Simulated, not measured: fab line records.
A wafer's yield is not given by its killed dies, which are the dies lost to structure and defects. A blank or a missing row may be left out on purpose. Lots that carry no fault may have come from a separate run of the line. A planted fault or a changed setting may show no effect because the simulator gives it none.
Chamber matching -- flow nand-harc -- ald-hk-02 running NHARC_A_STAIRCASE_ALD_415: 4 sister chambers
The step deposits SiO2, target thk 30 nm, pulse time 6 s, ald cycles 300. 7 wafers are shown with their chamber, then 9 later ones without.

## WAFERS PAIRED WITH THEIR CHAMBERS
wafer,chamber,heater-power-w (W),heater-power-outer-w (W)
L076.5,3,455,263
L089.1,1,474,258
L089.4,2,412,261
L089.5,0,537,299
L091.1,1,493,257
L091.2,2,421,259
L091.3,0,526,301

## WAFERS WHOSE CHAMBER IS MISSING
wafer,heater-power-w (W),heater-power-outer-w (W)
L092.3,426,252
L092.4,527,306
L092.5,525,311
L093.2,532,308
L093.3,429,251
L093.5,532,313
L096.3,476,262
L096.5,430,264
L096.6,431,246

## WHICH CHAMBER EACH ONE RAN IN
wafer,from the rows above,in truth
L092.3,can't be placed: 2 or 1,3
L092.4,0,0
L092.5,0,0
L093.2,0,0
L093.3,can't be placed: 2 or 1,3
L093.5,0,0
L096.3,can't be placed: 3 or 1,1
L096.5,can't be placed: 3 or 2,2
L096.6,can't be placed: 1 or 2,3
Placed correctly: 4 of 9. From these rows, 5 cannot be placed; in 2 the true chamber is one of the candidates. 0 placed wrongly.
How it was worked out, from the rows above alone: a wafer's distance from a chamber is the root of the sum, over the readings, of the square of ((its reading less the chamber's mean) divided by the reading's scatter). If the next closest chamber is less than 2 further off than the closest, the wafer can't be placed; otherwise it belongs to the closest. The mean given for a chamber averages the wafers shown for that chamber. The scatter: the root of (the sum of the squares of (reading less its chamber's mean) over the shown wafers, divided by (wafers less chambers)).
